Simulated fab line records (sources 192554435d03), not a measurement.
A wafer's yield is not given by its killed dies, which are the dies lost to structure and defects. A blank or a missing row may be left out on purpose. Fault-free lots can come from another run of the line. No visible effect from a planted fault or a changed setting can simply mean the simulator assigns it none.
fab line records    flow n5_finfet
[record] lots = 7  wafers = 39
route steps=1938 shown FIN_SAQP@96 FIN_CUT@160 STI_FIN_REVEAL@184 DUMMY_GATE@248 HKMG_FIN@406 MOL_CONTACT_COAG@551 BEOL_M4@1111
start_h: the number of hours between the record's first day and the start of the first shown wafer of the lot    wait_h: hours since the lot's step before    " identical to the entry in the row above    L1.1+2: a single row standing in for several wafers    - value missing, or start not given    * or withheld: withheld    < > ~ a bound
route shown NAME@n: names a module that has steps shown in the file, with the first one's number in the route    usual: mean/standard deviation taken from wafers without a fault    same: alike in all rows    chamber/n: place in a boat    sites: per-site readings    _std_site: the values' standard deviation    _edge_site: outer sites' mean less inner sites'    radius_mm: how far each site lies from the wafer's centre    mask NAME#n: copy n    behind: the last tool/chamber to shape the wafer    hold: why the lot was held/for how many hours/how that ended    device: which transistor (n, p or np) failed to switch    end of line: the same wafers' tests at the end of the route    step lacking rows: just its recipe    killed: not the wafer's yield, but the dies lost to structure and defects at the first sort    map: a wafer's dies, x killed, . not, _ none there
set.NAME: setting as actually run; set.NAME@STEP: the setting as run at that earlier step    model.NAME: the simulator's own value behind a step, which no gauge read
lots run with intentionally changed settings; tables by step, rows by wafer
[[steps]]
[step N5_FIN_SAQP_HM_DEP_03]
[recipe] material = SiNx  target_thk_a = 380  temp_c = 400  precursor = SiH4/NH3/N2  pressure_torr = 1.5  rf_w = 300  time_s = 33.6
[step N5_FIN_CUT_EXPOSE_05]
[recipe] mask_id = FIN_CUT  na = 0.33  source_shape = annular  sigma_inner = 0.35  sigma_outer = 0.8  polarization = unpolarized  dose_mj = 45.75
[step N5_STI_FIN_REVEAL_ALD_14]
[recipe] material = Si3N4  target_thk_a = 30  temp_c = 400  ald_precursor_family = SiH2I2  ald_co_reactant = N2/H2-plasma  pressure_torr = 2
[step N5_STI_FIN_REVEAL_ETCHBACK_08]
[recipe] chemistry = C4F6/O2  target = SiO2  target_depth_a = 305  time_s = 10.167  ion_energy_ev = 250  pressure_mtorr = 30  source_w = 345  bias_w = 185  Ar_flow_sccm = 300  C4F6_flow_sccm = 10  O2_flow_sccm = 10
[step N5_DUMMY_GATE_ETCH_44]
[recipe] chemistry = HBr/O2  over_etch_frac = 0.7  target_depth_a = 1275  stop_on = SiO2  ion_energy_ev = 60  bias_w = 20  target = poly-Si  mask_material = SiO2  pressure_mtorr = 20  icp_w = 400  HBr_flow_sccm = 120  O2_flow_sccm = 10
[step N5_HKMG_FIN_ETCH_58]
[recipe] chemistry = N2/H2  target = SOC  target_depth_a = 2158  ion_energy_ev = 50  bias_w = 13  time_s = 741  pressure_mtorr = 30  source_w = 875  n2_flow_sccm = 200  h2_flow_sccm = 200
[step N5_HKMG_FIN_ALD_91]
[recipe] material = TiN  target_thk_a = 10  temp_c = 400  ald_precursor_family = TiCl4  ald_co_reactant = NH3  pulse_time_s = 1  purge_time_s = 3  co_reactant_purge_time_s = 2  co_reactant_pulse_time_s = 2  ald_cycles = 47  pressure_torr = 3
[step N5_MOL_CONTACT_COAG_SPUTTER_130]
[recipe] material = Co  target_thk_a = 475  temp_c = 25  chamber_pressure_pa = 0.5  power_w = 3000
[step N5_BEOL_M4_RC_MEAS_101]
[usual] IOFF_N_LONG = 5.53e-05/2.2e-06  VT_N_LONG = 275.0/1.8
lot.wafer  tool       chamber  start_h  wait_h  set.target_thk_a@FIN_SAQP_HM_DEP_03  set.dose_mj@FIN_CUT_EXPOSE_05  set.target_thk_a@STI_FIN_REVEAL_ALD_14  set.time_s@STI_FIN_REVEAL_ETCHBACK_08  set.target_depth_a@DUMMY_GATE_ETCH_44  set.target_depth_a@HKMG_FIN_ETCH_58  set.ald_cycles@HKMG_FIN_ALD_91  set.target_thk_a@MOL_CONTACT_COAG_SPUTTER_130  IOFF_N_LONG[nA/um]  VT_N_LONG[mV]
L076.1     prober-02  0        165.77   0.2     380                                  45.75                          30                                      10.167                                 1275                                   2070                                 47                              475                                            5.49e-05            275.7
L076.2     "          0        "        "       352.3                                44.06                          30                                      9.954                                  1275                                   2070                                 51                              475                                            4.05e-05            285.7
L076.3     "          0        "        "       380                                  44.06                          30                                      9.954                                  1358                                   2158                                 51                              475                                            4.29e-05            286.0
L076.4     "          0        "        "       352.3                                45.75                          25.72                                   10.167                                 1358                                   2158                                 51                              475                                            4.2e-05             283.0
L076.5     "          0        "        "       352.3                                44.06                          25.72                                   10.167                                 1275                                   2158                                 47                              475                                            5.32e-05            274.6
L076.6     "          0        "        "       380                                  45.75                          25.72                                   9.954                                  1358                                   2070                                 47                              475                                            5.33e-05            278.6
L078.1     prober-02  0        188.33   0.0     380                                  47.47                          32.63                                   10.77                                  1197                                   2329                                 47                              475                                            5.64e-05            272.7
L078.2     "          0        "        "       380                                  47.47                          30                                      10.167                                 1197                                   2158                                 47                              475                                            5.55e-05            274.9
L078.3     "          0        "        "       380                                  47.47                          30                                      10.77                                  1275                                   2158                                 47                              425.7                                          5.61e-05            273.7
L078.4     "          0        "        "       380                                  45.75                          32.63                                   10.167                                 1197                                   2329                                 47                              425.7                                          5.59e-05            276.8
L078.5     "          0        "        "       380                                  45.75                          32.63                                   10.77                                  1275                                   2158                                 47                              475                                            5.71e-05            274.5
L078.6     "          0        "        "       380                                  45.75                          30                                      10.167                                 1275                                   2329                                 47                              425.7                                          5.56e-05            275.5
L082.1     prober-02  0        213.59   0.0     380                                  45.75                          30                                      10.167                                 1275                                   2158                                 47                              475                                            5.23e-05            274.2
L082.2     "          0        "        "       380                                  45.75                          30                                      10.167                                 1275                                   2158                                 47                              475                                            5.37e-05            276.5
L082.5     "          0        "        "       380                                  45.75                          30                                      10.167                                 1275                                   2158                                 47                              475                                            5.31e-05            274.8
L086.1     prober-02  0        251.04   0.0     396.8                                42.16                          30                                      10.167                                 1406                                   2327                                 49                              475                                            4.87e-05            279.7
L086.2     "          0        "        "       380                                  45.75                          30                                      10.167                                 1406                                   2158                                 47                              407.7                                          5.32e-05            277.3
L086.3     "          0        "        "       380                                  45.75                          30                                      10.167                                 1275                                   2158                                 47                              475                                            5.37e-05            276.3
L086.4     "          0        "        "       380                                  42.16                          30                                      10.167                                 1275                                   2327                                 47                              475                                            5.32e-05            277.8
L086.5     "          0        "        "       396.8                                42.16                          30                                      10.167                                 1275                                   2158                                 49                              407.7                                          4.8e-05             281.9
L086.6     "          0        "        "       396.8                                45.75                          30                                      10.167                                 1406                                   2327                                 49                              407.7                                          4.74e-05            283.1
L091.1     prober-01  0        273.36   0.0     380                                  45.75                          30                                      10.167                                 1275                                   1938                                 46                              475                                            5.63e-05            275.6
L091.2     "          0        "        "       380                                  45.75                          33.51                                   10.167                                 1417                                   2158                                 47                              475                                            5.16e-05            277.1
L091.3     "          0        "        "       380                                  45.75                          33.51                                   10.167                                 1417                                   1938                                 46                              475                                            5.5e-05             272.1
L091.4     "          0        "        "       365.7                                45.75                          33.51                                   10.167                                 1275                                   1938                                 47                              429.8                                          5.17e-05            277.7
L091.5     "          0        "        "       365.7                                45.75                          30                                      10.167                                 1275                                   2158                                 47                              429.8                                          5.23e-05            277.4
L091.6     "          0        "        "       365.7                                45.75                          30                                      10.167                                 1417                                   2158                                 46                              429.8                                          5.43e-05            275.6
L094.1     prober-02  0        282.56   0.0     380                                  45.75                          25.88                                   10.78                                  1275                                   2158                                 51                              475                                            4.49e-05            287.1
L094.2     "          0        "        "       396.9                                45.75                          30                                      10.78                                  1275                                   2158                                 47                              475                                            5.67e-05            275.6
L094.3     "          0        "        "       380                                  45.75                          30                                      10.167                                 1405                                   2158                                 47                              475                                            5.67e-05            275.6
L094.4     "          0        "        "       396.9                                45.75                          25.88                                   10.78                                  1405                                   2158                                 47                              475                                            5.61e-05            274.0
L094.5     "          0        "        "       396.9                                45.75                          25.88                                   10.167                                 1275                                   2158                                 51                              475                                            4.49e-05            283.1
L094.6     "          0        "        "       380                                  45.75                          30                                      10.167                                 1405                                   2158                                 51                              475                                            4.29e-05            282.0
L093.1     prober-01  0        284.90   0.0     380                                  45.75                          25.84                                   10.167                                 1275                                   2383                                 47                              475                                            5.74e-05            273.5
L093.2     "          0        "        "       380                                  48.69                          25.84                                   10.167                                 1275                                   2158                                 47                              475                                            5.63e-05            273.4
L093.3     "          0        "        "       380                                  48.69                          30                                      10.167                                 1275                                   2158                                 47                              475                                            5.87e-05            274.4
L093.4     "          0        "        "       380                                  45.75                          30                                      10.167                                 1275                                   2158                                 47                              475                                            5.81e-05            275.2
L093.5     "          0        "        "       380                                  45.75                          25.84                                   10.167                                 1275                                   2383                                 47                              475                                            5.68e-05            274.6
L093.6     "          0        "        "       380                                  48.69                          30                                      10.167                                 1275                                   2383                                 47                              475                                            5.8e-05             272.7
[[key]]
[split] step = N5_FIN_SAQP_HM_DEP_03  setting = target_thk_a  stated_as = 380
response none clear
[split] step = N5_FIN_CUT_EXPOSE_05  setting = dose_mj  stated_as = 45.75
response none clear
[split] step = N5_STI_FIN_REVEAL_ALD_14  setting = target_thk_a  stated_as = 30
response none clear
[split] step = N5_STI_FIN_REVEAL_ETCHBACK_08  setting = time_s  stated_as = 10.167
response none clear
[split] step = N5_DUMMY_GATE_ETCH_44  setting = target_depth_a  stated_as = 1275
response none clear
[split] step = N5_HKMG_FIN_ETCH_58  setting = target_depth_a  stated_as = 2158
response none clear
[split] step = N5_HKMG_FIN_ALD_91  setting = ald_cycles  stated_as = 47
[response] step = N5_BEOL_M4_RC_MEAS_101  reading = IOFF_N_LONG  slope = -1.38e-06  per = 1%  together_with = all  explained = 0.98
[response] step = N5_BEOL_M4_RC_MEAS_101  reading = VT_N_LONG  slope = +1.01  per = 1%  together_with = all  explained = 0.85
[split] step = N5_MOL_CONTACT_COAG_SPUTTER_130  setting = target_thk_a  stated_as = 475
response none clear
